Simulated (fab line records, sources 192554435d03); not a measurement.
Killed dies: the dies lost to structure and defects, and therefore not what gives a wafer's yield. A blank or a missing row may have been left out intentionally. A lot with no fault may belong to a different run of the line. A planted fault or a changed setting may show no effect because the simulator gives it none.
Comparing a struck lot with a sound one -- flow n5-finfet -- 15 out of 1938 route steps
Sound: these wafers, L788.1, L788.3, L788.4. Struck: wafer L791.3 (L791.2, L791.5, from the same lot, were not struck and are left out); the cause is given at the end.
At each step with rows: each side's tool, then ch and its chambers, then its first start. Under that, the readings that differ: sound wafers -- struck wafers -- difference of the means -- sigmas: that difference in standard deviations of wafers without a fault.
alike: same words and numbers on both sides, and readings whose means sit less than 2 such deviations apart. not compared: any withheld reading, any reading some wafer has no value for, any bound like >300 that may hide the same value, and any number with overlapping values for which the record gives no deviation.
A row with sigmas, a row that says differs or no value, or rows on one side alone: a step with any of these is where the two part. Numbers that have no deviation but don't overlap get no sigmas and don't part them. A reading missing from all wafers of one side parts the sides only when that side holds two or more wafers.

first, 6 steps without rows for these wafers: N5_BEOL_M6_COAT_22 (resist thk 30 nm); N5_BEOL_M6_EBR_24; N5_BEOL_M6_SOFTBAKE_23 (time 60 s); N5_BEOL_M6_EXPOSE_25 (exposes mask V5, target cd 40 nm); N5_BEOL_M6_PEB_26 (peb time 60 s); N5_BEOL_M6_DEVELOP_27 (develop time 30 s).
N5_BEOL_M6_CD_MEAS_28 targets a cd of 40 nm.
  sound on cd-sem-01 ch 0, day 8 18:42; struck on cd-sem-01 ch 0, day 9 17:53
  alike: cd-nm
N5_BEOL_M6_OVL_MEAS_29:
  sound on overlay-02 ch 0, day 8 18:44; struck on overlay-02 ch 0, day 9 17:55
reading,sound,struck,difference,sigmas
V5_OVL (nm),-0.5 -0.1 -0.2,1.2,+1.5,+2
N5_BEOL_M6_INSPECT_30: inspects for defects (brightfield).
  sound on defect-inspect-01, day 8 18:47; struck on defect-inspect-01, day 9 17:58
  alike: raw-defect-count
N5_BEOL_M6_DESCUM_33: chemistry O2, time 7 s.
  sound on rie-diel-06 ch 0,1,3, day 8 19:06; struck on rie-diel-06 ch 2, day 9 18:34
reading,sound,struck,difference,sigmas
rf-hours-counter-h (h),190 10 32,2,-75,
  alike: chamber-pressure-mTorr, drypump-motor-current-A, oes-product-au, rf-vpp-V, showerhead-plenum-p-Torr, throttle-valve-pct
N5_BEOL_M6_ETCH_72: etches underlayer in N2/H2, target depth 6.5 nm, time 5.2 s.
  sound on rie-diel-06 ch 0,1,3, day 8 19:08; struck on rie-diel-06 ch 2, day 9 18:36
reading,sound,struck,difference,sigmas
rf-hours-counter-h (h),190 10 32,2,-75,
  alike: chamber-pressure-mTorr, drypump-motor-current-A, etch-rf-on-time-s, oes-product-au, rf-vpp-V, showerhead-plenum-p-Torr, throttle-valve-pct
N5_BEOL_M6_ETCH_65: etches SiARC in CF4, target depth 15.6 nm, time 26 s.
  sound on rie-diel-06 ch 0,1,3, day 8 19:09; struck on rie-diel-06 ch 2, day 9 18:37
reading,sound,struck,difference,sigmas
rf-hours-counter-h (h),190 10 32,2,-75,
  alike: chamber-pressure-mTorr, drypump-motor-current-A, etch-rf-on-time-s, oes-product-au, rf-vpp-V, showerhead-plenum-p-Torr, throttle-valve-pct
N5_BEOL_M6_ETCH_66: etches SOC in N2/H2, target depth 80 nm, overetch 16 nm, time 120 s.
  sound on rie-diel-06 ch 0,1,3, day 8 19:11; struck on rie-diel-06 ch 2, day 9 18:39
reading,sound,struck,difference,sigmas
rf-hours-counter-h (h),190 10 32,2,-75,
model.SiARC_of_BEOL_M6_COAT_64.thk-nm (nm),6.4 6.6 6.8,7.4,+0.8,
  alike: chamber-pressure-mTorr, drypump-motor-current-A, oes-product-au, rf-vpp-V, showerhead-plenum-p-Torr, throttle-valve-pct
then, 1 step without rows for these wafers: N5_BEOL_M6_STRIP_69 (strips in N2/H2).
N5_PASSIVATION_PROBE_49:
  the record has rows for the sound wafers here (prober-02, day 12 11:28) and none for the struck ones

WHERE THEY PART
Earliest at N5_BEOL_M6_OVL_MEAS_29; latest, in this record, at N5_PASSIVATION_PROBE_49.

WHY: what the simulator had put in
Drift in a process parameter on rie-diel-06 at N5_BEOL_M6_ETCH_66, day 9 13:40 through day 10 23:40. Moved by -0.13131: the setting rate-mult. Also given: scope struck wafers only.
